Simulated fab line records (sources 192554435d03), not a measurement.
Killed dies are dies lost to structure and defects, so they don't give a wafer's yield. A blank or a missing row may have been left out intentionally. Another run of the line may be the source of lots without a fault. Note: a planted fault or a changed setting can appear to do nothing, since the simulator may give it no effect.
fab line records + flow n5Finfet
[record]
- lots = 11
- wafers = 33
- lastDay = 18
route steps=1938 shown BEOL_M7@1308 PASSIVATION@1936
lots with no fault: from the same line, run without faults
startH: the number of hours between the record's first day and the start of the first shown wafer of the lot + waitH: hours elapsed since this lot's preceding step + " the same as in the row above + L1.1+2: a single row standing in for several wafers + - no value present, or no start provided + * or withheld: withheld + < > ~ a bound
route shown NAME@n: names a module that has steps shown in the file, with the first one's number in the route + usual: average and standard deviation across the fault-free wafers + same: alike in all rows + chamber/n: place in a boat + sites: the reading at each site + _std_site: the values' standard deviation + _edge_site: inner sites' mean taken away from outer sites' mean + radiusMm: how far each site lies from the wafer's centre + mask NAME#n: copy n + behind: the most recent tool/chamber to have shaped the wafer + hold: why the lot went on hold/how many hours it stayed there/how the hold came to an end + device: transistor that didn't switch, given as n, p or np + end of line: tests of these same wafers at the route's end + a step without rows: its recipe alone + killed: count of dies lost to structure and defects at first sort (not the wafer's yield) + map: the dies of a wafer, with x for killed, . for not killed, _ for no die there
set.NAME: the setting that was run; set.NAME@STEP: the one run at that earlier step + model.NAME: the simulator's own value behind a step, which no gauge read
a sample of lots followed through the steps of the route, with each step as a table and each wafer as a row
services: from which hour (startH, from the record's first day; less than 0 if before it) a tool's chamber was out of use, for how many hours, and why
[[steps]]
[step N5_BEOL_M7_TRENCH_ETCH_37]
[recipe]
- chemistry = C4F6/O2
- targetDepthA = 934.78
- target = SiCOH_lowk
- timeS = 31.2
- ionEnergyEv = 250
- pressureMtorr = 30
- sourceW = 345
- biasW = 185
- Ar_flow_sccm = 300
- C4F6_flow_sccm = 10
- O2_flow_sccm = 10
[usual]
- drypumpMotorCurrentA = 5.9/0.32
- oesProductAu = 0.81/0.1
- rfVppV = 668/6.1
- showerheadPlenumPTorr = 2.85/0.065
- throttleValvePct = 20.92/0.25
[same]
- timeS = 31.2
| lot.wafer | tool       | chamber | startH | waitH | drypumpMotorCurrentA | oesProductAu | rfHoursCounterH | rfVppV | showerheadPlenumPTorr | throttleValvePct |
|-----------|------------|---------|--------|-------|----------------------|--------------|-----------------|--------|-----------------------|------------------|
| L981.2    | rieDiel-05 | 0       | -      | -     | 6.1                  | 0.88         | 46              | 659    | 2.90                  | 21.06            |
| L981.3    | "          | 2       | "      | "     | 5.5                  | 0.82         | 66              | 675    | 2.88                  | 20.82            |
| L981.4    | "          | 3       | "      | "     | 6.0                  | 0.70         | 224             | 668    | 2.93                  | 20.93            |
| L982.1    | rieDiel-01 | 2       | -      | -     | 5.5                  | 0.68         | 217             | 679    | 2.92                  | 21.16            |
| L982.2    | "          | 1       | "      | "     | 5.9                  | 0.68         | 236             | 659    | 2.81                  | 20.95            |
| L982.3    | "          | 3       | "      | "     | 5.8                  | 0.79         | 118             | 668    | 2.74                  | 21.14            |
| L984.3    | rieDiel-02 | 1       | -      | -     | 6.4                  | 0.74         | 184             | 666    | 2.83                  | 21.18            |
| L984.4    | "          | 0       | "      | "     | 5.4                  | 0.79         | 89              | 660    | 2.88                  | 20.90            |
| L984.6    | "          | 0       | "      | "     | 5.4                  | 0.80         | -               | 658    | 2.88                  | 20.90            |
| L985.4    | rieDiel-05 | 2       | -      | -     | 5.5                  | 0.81         | -               | 674    | 2.88                  | 20.81            |
| L985.5    | "          | 3       | "      | "     | 6.0                  | 0.69         | -               | 670    | 2.93                  | 20.92            |
| L985.6    | "          | 0       | "      | "     | 6.1                  | 0.86         | -               | 660    | 2.89                  | 21.06            |
| L986.2    | rieDiel-01 | 0       | -      | -     | 6.4                  | 0.97         | 4               | 672    | 2.91                  | 20.44            |
| L986.3    | "          | 2       | "      | "     | 5.5                  | 0.67         | 230             | 678    | 2.91                  | 21.19            |
| L986.6    | "          | 0       | "      | "     | 6.4                  | 0.97         | -               | 672    | 2.91                  | 20.44            |
| L988.1    | rieDiel-01 | 2       | -      | -     | 5.5                  | 0.66         | 233             | 677    | 2.91                  | 21.19            |
| L988.2    | "          | 0       | "      | "     | 6.3                  | 0.96         | 7               | 672    | 2.91                  | 20.44            |
| L988.6    | "          | 0       | "      | "     | 6.3                  | 0.96         | -               | 671    | 2.91                  | 20.45            |
| L989.2    | rieDiel-01 | 3       | -      | -     | 5.8                  | 0.77         | 134             | 666    | 2.74                  | 21.16            |
| L989.4    | "          | 0       | "      | "     | 6.3                  | 0.95         | -               | 672    | 2.91                  | 20.45            |
| L989.5    | "          | 2       | "      | "     | 5.5                  | 0.67         | -               | 678    | 2.91                  | 21.20            |
| L990.3    | rieDiel-02 | 3       | -      | -     | 5.6                  | 0.73         | 168             | 667    | 2.84                  | 20.73            |
| L990.4    | "          | 0       | "      | "     | 5.4                  | 0.78         | 103             | 659    | 2.87                  | 20.93            |
| L990.5    | "          | 2       | "      | "     | 6.3                  | 0.91         | -               | 665    | 2.90                  | 21.01            |
| L992.2    | rieDiel-01 | 2       | -      | -     | 5.5                  | 0.67         | 240             | 677    | 2.91                  | 21.22            |
| L992.4    | "          | 3       | "      | "     | 5.8                  | 0.77         | 140             | 668    | 2.73                  | 21.15            |
| L992.5    | "          | 2       | "      | "     | 5.5                  | 0.67         | -               | 678    | 2.91                  | 21.21            |
| L100.3    | rieDiel-01 | 3       | -      | -     | 5.8                  | 0.76         | 158             | 667    | 2.73                  | 21.18            |
| L100.5    | "          | 3       | "      | "     | 5.8                  | 0.75         | -               | 667    | 2.73                  | 21.18            |
| L100.6    | "          | 2       | "      | "     | 5.5                  | 1.02         | -               | 677    | 2.90                  | 20.84            |
| L104.2    | rieDiel-01 | 3       | -      | -     | 5.8                  | 0.75         | 166             | 667    | 2.72                  | 21.22            |
| L104.4    | "          | 0       | "      | "     | 6.3                  | 0.88         | 38              | 671    | 2.89                  | 20.49            |
| L104.5    | "          | 1       | "      | "     | 5.9                  | 0.89         | -               | 658    | 2.79                  | 20.70            |
[step N5_BEOL_M7_OCD_MEAS_38]
[usual]
- trenchDepthNm = 93.8/1.6
| lot.wafer | tool   | chamber | startH | waitH | trenchDepthNm |
|-----------|--------|---------|--------|-------|---------------|
| L981.2    | ocd-01 | -       | 194.61 | -     | 95.5          |
| L981.3    | "      | -       | "      | "     | 93.6          |
| L981.4    | "      | -       | "      | "     | 93.1          |
| L982.1    | ocd-01 | -       | 196.85 | -     | 92.1          |
| L982.2    | "      | -       | "      | "     | 91.1          |
| L982.3    | "      | -       | "      | "     | 92.6          |
| L984.3    | ocd-01 | -       | 207.93 | -     | 96.5          |
| L984.4    | "      | -       | "      | "     | 93.7          |
| L984.6    | "      | -       | "      | "     | 96.2          |
| L985.4    | ocd-02 | -       | 214.84 | -     | 93.8          |
| L985.5    | "      | -       | "      | "     | 91.6          |
| L985.6    | "      | -       | "      | "     | 94.7          |
| L986.2    | ocd-02 | -       | 229.71 | -     | 93.6          |
| L986.3    | "      | -       | "      | "     | 91.6          |
| L986.6    | "      | -       | "      | "     | 94.3          |
| L988.1    | ocd-02 | -       | 237.43 | -     | 91.2          |
| L988.2    | "      | -       | "      | "     | 93.3          |
| L988.6    | "      | -       | "      | "     | 94.7          |
| L989.2    | ocd-02 | -       | 240.66 | -     | 92.7          |
| L989.4    | "      | -       | "      | "     | 94.4          |
| L989.5    | "      | -       | "      | "     | 93.6          |
| L990.3    | ocd-02 | -       | 253.94 | -     | 93.4          |
| L990.4    | "      | -       | "      | "     | 93.5          |
| L990.5    | "      | -       | "      | "     | 96.8          |
| L992.2    | ocd-02 | -       | 257.27 | -     | 93.1          |
| L992.4    | "      | -       | "      | "     | 93.2          |
| L992.5    | "      | -       | "      | "     | 92.5          |
| L100.3    | ocd-01 | -       | 313.35 | -     | 94.0          |
| L100.5    | "      | -       | "      | "     | 93.3          |
| L100.6    | "      | -       | "      | "     | 95.0          |
| L104.2    | ocd-02 | -       | 345.31 | -     | 92.3          |
| L104.4    | "      | -       | "      | "     | 93.4          |
| L104.5    | "      | -       | "      | "     | 93.9          |
[step N5_BEOL_M7_ECD_50]
[recipe]
- material = Cu
- targetThkA = 3000
| lot.wafer  | tool     | chamber | startH | waitH |
|------------|----------|---------|--------|-------|
| L981.2+3+4 | ecdCu-01 | 0,0,1   | 196.02 | 0.1   |
| L982.1+2+3 | ecdCu-01 | 1,0,1   | 198.34 | 0.1   |
| L984.3+4+6 | ecdCu-02 | 1,0,0   | 209.56 | 0.1   |
| L985.4+5+6 | ecdCu-02 | 0,0,1   | 218.32 | 0.1   |
| L986.2+3+6 | ecdCu-02 | 0,1,0   | 233.06 | 0.1   |
| L988.1+2+6 | ecdCu-01 | 1,0,1   | 239.16 | 0.1   |
| L989.2+4+5 | ecdCu-01 | 0,1,0   | 244.04 | 0.1   |
| L990.3+4+5 | ecdCu-01 | 0,1,0   | 255.44 | 0.1   |
| L992.2+4+5 | ecdCu-02 | 1,0,0   | 258.72 | 0.1   |
| L100.3+5+6 | ecdCu-01 | 0,1,0   | 316.65 | 0.1   |
| L104.2+4+5 | ecdCu-02 | 1,0,1   | 349.10 | 0.1   |
[step N5_BEOL_M7_CMP_52]
[recipe]
- stopOn = SiCOH_lowk
- tOverpolishS = 6.9
- downForcePsi = 1
- platenRpm = 50
- clearingPlatenDownForcePsi = 1.5
- clearingPlatenRpm = 50
- postCmpClean = cuAlkaline
- targetThkNm = 80
- clearingPlatenPadVelocityMS = 0.99484
- padVelocityMS = 0.99484
[usual]
- motorCurrentA = 6.0/0.5
- slurryFilterDpKPa = 13.49/0.13
- timeToEndpointS = 63.3/2.5
| lot.wafer | tool   | chamber | startH | waitH | motorCurrentA | slurryFilterDpKPa | timeToEndpointS |
|-----------|--------|---------|--------|-------|---------------|-------------------|-----------------|
| L981.2    | cmp-03 | 1       | 196.43 | 0.2   | 5.9           | 13.63             | 65.9            |
| L981.4    | "      | 2       | "      | "     | 5.6           | 13.33             | 64.1            |
| L981.3    | "      | 3       | "      | "     | 5.5           | 13.41             | 65.7            |
| L982.3    | cmp-01 | 0       | 198.89 | 0.3   | 6.6           | 13.49             | 64.8            |
| L982.2    | "      | 1       | "      | "     | 6.1           | 13.50             | 63.7            |
| L982.1    | "      | 2       | "      | "     | 6.2           | 13.50             | 63.6            |
| L984.3    | cmp-01 | 1       | 210.00 | 0.2   | 6.4           | 13.75             | 63.0            |
| L984.4    | "      | 2       | "      | "     | 6.4           | 13.59             | 63.3            |
| L984.6    | "      | 0       | "      | "     | 6.4           | 13.42             | 64.4            |
| L985.4    | cmp-02 | 2       | 218.80 | 0.2   | 5.7           | 13.33             | 61.8            |
| L985.5    | "      | 3       | "      | "     | 5.9           | 13.59             | 62.4            |
| L985.6    | "      | 0       | "      | "     | 6.3           | 13.61             | 59.4            |
| L986.3    | cmp-01 | 2       | 233.49 | 0.2   | 6.5           | 13.57             | 67.5            |
| L986.2    | "      | 3       | "      | "     | 5.2           | 13.62             | 66.0            |
| L986.6    | "      | 1       | "      | "     | 6.5           | 13.43             | 62.3            |
| L988.2    | cmp-03 | 3       | 239.56 | 0.2   | 5.9           | 13.51             | 64.4            |
| L988.1    | "      | 2       | "      | "     | 6.1           | 13.29             | 61.3            |
| L988.6    | "      | 0       | "      | "     | 5.3           | 13.38             | 63.5            |
| L989.2    | cmp-01 | 3       | 244.54 | 0.2   | 4.8           | 13.30             | 67.4            |
| L989.4    | "      | 2       | "      | "     | 6.3           | 13.58             | 62.6            |
| L989.5    | "      | 3       | "      | "     | 4.9           | 13.66             | 64.5            |
| L990.3    | cmp-02 | 1       | 255.94 | 0.2   | 5.7           | 13.59             | 61.3            |
| L990.4    | "      | 2       | "      | "     | 5.9           | 13.19             | 58.6            |
| L990.5    | "      | 2       | "      | "     | 5.9           | 13.55             | 58.4            |
| L992.2    | cmp-02 | 1       | 259.40 | 0.3   | 5.7           | 13.49             | 63.1            |
| L992.4    | "      | 2       | "      | "     | 5.9           | 13.35             | 61.3            |
| L992.5    | "      | 3       | "      | "     | 5.9           | 13.53             | 61.7            |
| L100.3    | cmp-01 | 2       | 317.06 | 0.2   | 6.6           | 13.56             | 62.0            |
| L100.6    | "      | 1       | "      | "     | 6.3           | 13.29             | 63.8            |
| L100.5    | "      | 2       | "      | "     | 6.1           | 13.30             | 32.1            |
| L104.2    | cmp-02 | 2       | 349.53 | 0.2   | 5.7           | 13.20             | 67.2            |
| L104.4    | "      | 3       | "      | "     | 5.6           | 13.26             | 65.8            |
| L104.5    | "      | 1       | "      | "     | 5.9           | 13.51             | 70.6            |
[step N5_BEOL_M7_THK_MEAS_53]
[recipe]
- thkMeasGauge = xrf
- reads = Cu_of_BEOL_M7_ECD_50
[usual]
- M7_THK = 79.9/2
| lot.wafer | tool         | chamber | startH | waitH | M7_THK[nm] |
|-----------|--------------|---------|--------|-------|------------|
| L981.2    | filmMetro-02 | -       | 196.73 | -     | 82.7       |
| L981.3    | "            | -       | "      | "     | 80.5       |
| L981.4    | "            | -       | "      | "     | 78.9       |
| L982.1    | filmMetro-01 | -       | 199.14 | -     | 77.6       |
| L982.2    | "            | -       | "      | "     | 78.6       |
| L982.3    | "            | -       | "      | "     | 77.1       |
| L984.3    | filmMetro-02 | -       | 210.22 | -     | 85.1       |
| L984.4    | "            | -       | "      | "     | 81.3       |
| L984.6    | "            | -       | "      | "     | 82.4       |
| L985.4    | filmMetro-01 | -       | 218.98 | -     | 79.5       |
| L985.5    | "            | -       | "      | "     | 78.5       |
| L985.6    | "            | -       | "      | "     | 80.9       |
| L986.2    | filmMetro-02 | -       | 233.75 | -     | 80.7       |
| L986.3    | "            | -       | "      | "     | 77.6       |
| L986.6    | "            | -       | "      | "     | 81.4       |
| L988.1    | filmMetro-02 | -       | 239.86 | -     | 77.6       |
| L988.2    | "            | -       | "      | "     | 79.8       |
| L988.6    | "            | -       | "      | "     | 82.0       |
| L989.2    | filmMetro-02 | -       | 244.83 | -     | 80.8       |
| L989.4    | "            | -       | "      | "     | 80.6       |
| L989.5    | "            | -       | "      | "     | 80.3       |
| L990.3    | filmMetro-01 | -       | 256.24 | -     | 80.3       |
| L990.4    | "            | -       | "      | "     | 80.4       |
| L990.5    | "            | -       | "      | "     | 82.6       |
| L992.2    | filmMetro-01 | -       | 259.62 | -     | 76.0       |
| L992.4    | "            | -       | "      | "     | 75.5       |
| L992.5    | "            | -       | "      | "     | 75.3       |
| L100.3    | filmMetro-01 | -       | 317.32 | -     | 78.8       |
| L100.5    | "            | -       | "      | "     | 78.1       |
| L100.6    | "            | -       | "      | "     | 79.7       |
| L104.2    | filmMetro-01 | -       | 349.79 | -     | 78.5       |
| L104.4    | "            | -       | "      | "     | 78.4       |
| L104.5    | "            | -       | "      | "     | 80.3       |
[step N5_PASSIVATION_PROBE_49]
[usual]
- defectLimitedYield = 91.4/1.6
- killed_at_M0_to_M3 = 34/12
- killed_at_M4_up = 13/5.2
- killedAtContacts = 11/5.5
- killedAtFrontEnd = 40/13
- killedAtOther = 3.4/2.7
- killedDies = 102/19
- killedOpen = 66/15
- killedShort = 33/7.9
- sort_bin_5_function = 5.1/1.1
- sort_bin_6_memory = 3.2/0.7
- sortNPass = 1078/19
- sortYieldPct = 91.4/1.6
[same]
- grossDies = 1180
- killedAtBackSide = 0
- sort_bin_4_leakage[%] = 0
- sort_bin_8_speed[%] = 0
| lot.wafer | tool      | chamber | startH | waitH | defectLimitedYield[%] | killed_at_M0_to_M3 | killed_at_M4_up | killedAtContacts | killedAtFrontEnd | killedAtOther | killedDies | killedOpen | killedShort | sort_bin_5_function[%] | sort_bin_6_memory[%] | sortNPass | sortYieldPct[%] |
|-----------|-----------|---------|--------|-------|-----------------------|--------------------|-----------------|------------------|------------------|---------------|------------|------------|-------------|------------------------|----------------------|-----------|-----------------|
| L986.2    | prober-01 | -       | 302.38 | 0.1   | 92.8                  | 22                 | 8               | 4                | 44               | 7             | 85         | 45         | 40          | 4.3                    | 2.8                  | 1095      | 92.8            |
| L986.3    | prober-01 | -       | 302.43 | 0.1   | 91.0                  | 49                 | 9               | 8                | 39               | 1             | 106        | 79         | 27          | 6.0                    | 2.8                  | 1074      | 91.0            |
| L986.6    | prober-01 | -       | 302.58 | 0.3   | 93.6                  | 29                 | 15              | 6                | 23               | 2             | 75         | 40         | 34          | 3.4                    | 2.8                  | 1105      | 93.6            |
| L990.3    | prober-02 | -       | 328.10 | 0.1   | 91.4                  | 31                 | 16              | 6                | 44               | 4             | 101        | 74         | 25          | 6.0                    | 2.4                  | 1079      | 91.4            |
| L990.4    | prober-02 | -       | 328.15 | 0.2   | 92.9                  | 30                 | 7               | 10               | 33               | 4             | 84         | 55         | 27          | 4.0                    | 2.9                  | 1096      | 92.9            |
| L990.5    | prober-02 | -       | 328.20 | 0.2   | 91.2                  | 20                 | 11              | 17               | 51               | 5             | 104        | 77         | 25          | 5.2                    | 3.5                  | 1076      | 91.2            |
// killed by level:class
L986.2 FIN_SAQP:geometricParticle:short=9 BEOL_M0_SAQP:geometricParticle:short=9 STI_FIN_REVEAL:geometricParticle:open=8 FIN_SAQP:geometricParticle:open=5 BEOL_M0_SAQP:geometricParticle:open=5 GATE_CUT:geometricParticle:short=4 MOL_CONTACT_COAG:geometricParticle:open=4 BEOL_M2:geometricParticle:open=4
L986.3 FIN_SAQP:geometricParticle:open=18 BEOL_M0_SAQP:geometricParticle:open=18 BEOL_M0_SAQP:geometricParticle:short=12 FIN_SAQP:geometricParticle:short=7 MOL_CONTACT_COAG:geometricParticle:open=7 BEOL_M3:geometricParticle:open=6 BEOL_M1:geometricParticle:open=5 BEOL_M2:geometricParticle:open=5
L986.6 BEOL_M0_SAQP:geometricParticle:short=11 BEOL_M0_SAQP:geometricParticle:open=8 BEOL_M4:geometricParticle:open=6 FIN_SAQP:geometricParticle:short=4 STI_FIN_REVEAL:geometricParticle:open=4 GATE_CUT:geometricParticle:short=4 MOL_CONTACT_COAG:geometricParticle:open=4 FIN_SAQP:geometricParticle:open=3
L990.3 STI_FIN_REVEAL:geometricParticle:open=17 DUMMY_GATE:geometricParticle:open=9 BEOL_M1:geometricParticle:open=8 MOL_CONTACT_COAG:geometricParticle:open=6 BEOL_M2:geometricParticle:open=6 STI_FIN_REVEAL:geometricParticle:short=5 BEOL_M0_SAQP:geometricParticle:short=4 BEOL_M0_SAQP:geometricParticle:open=4
L990.4 STI_FIN_REVEAL:geometricParticle:open=11 MOL_CONTACT_COAG:geometricParticle:open=9 BEOL_M0_SAQP:geometricParticle:open=8 GATE_CUT:geometricParticle:short=7 BEOL_M2:geometricParticle:open=7 FIN_SAQP:geometricParticle:short=4 BEOL_M1:geometricParticle:open=4 BEOL_M0_SAQP:geometricParticle:short=4
L990.5 MOL_CONTACT_COAG:geometricParticle:open=14 FIN_SAQP:geometricParticle:short=12 STI_FIN_REVEAL:geometricParticle:open=11 FIN_SAQP:geometricParticle:open=10 BEOL_M4:geometricParticle:open=6 BEOL_M1:geometricParticle:open=6 BEOL_M2:geometricParticle:open=6 DUMMY_GATE:geometricParticle:open=5
[[services]]
| tool       | chamber | startH | hours | kind   |
|------------|---------|--------|-------|--------|
| ecdCu-01   | -       | 176.73 | 4.8   | repair |
| rieDiel-02 | 3       | 191.01 | 10.1  | repair |
| ecdCu-02   | -       | 194.84 | 1.7   | repair |
| rieDiel-05 | 1       | 210.89 | 6.7   | repair |
| ecdCu-01   | -       | 213.73 | 5.5   | pm     |
| cmp-02     | -       | 215.18 | 2.3   | repair |
| cmp-03     | -       | 220.46 | 0.3   | repair |
| cmp-03     | -       | 226.68 | 4.0   | pm     |
| cmp-01     | -       | 230.12 | 0.3   | repair |
| cmp-03     | -       | 240.87 | 2.0   | repair |
| ecdCu-02   | -       | 247.89 | 1.5   | repair |
| rieDiel-02 | -       | 275.29 | 0.6   | repair |
| cmp-01     | -       | 277.20 | 1.9   | repair |
| cmp-02     | -       | 288.98 | 0.9   | repair |
| cmp-01     | -       | 292.69 | 1.4   | repair |
| cmp-01     | -       | 298.24 | 4.0   | pm     |
| ecdCu-02   | -       | 298.86 | 2.1   | repair |
| rieDiel-02 | -       | 303.01 | 0.5   | repair |
| cmp-03     | -       | 304.46 | 4.4   | repair |
| rieDiel-01 | 0       | 311.36 | 5.4   | repair |
| cmp-01     | -       | 314.04 | 0.4   | repair |
| rieDiel-01 | -       | 338.55 | 0.3   | repair |
| cmp-02     | -       | 341.88 | 5.1   | pm     |
| cmp-01     | -       | 347.00 | 11.2  | pm     |
[[key]]
[firstSign]
- step = N5_BEOL_M7_CMP_52
- reading = timeToEndpointS
- direction = down
- sigmas = 12
- usual = *
- struck = *
effect none on later readings
metAt N5_BEOL_M7_ECD_50
struckLots L100
struckWafers L100.5
notActingAt N5_BEOL_M7_TRENCH_ETCH_37,N5_BEOL_M7_OCD_MEAS_38,N5_BEOL_M7_THK_MEAS_53
onsetBetween 255.44 316.65
[fault]
- kind = processParameterDrift
- tool = ecdCu-01
- chamber = -
- onsetH = 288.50
- steps = N5_BEOL_M7_ECD_50
- channel = targetThkA
- offset = *
- shape = step
- endH = 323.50
- scope = struckWafersOnly
- actsIn = *
- stated = *
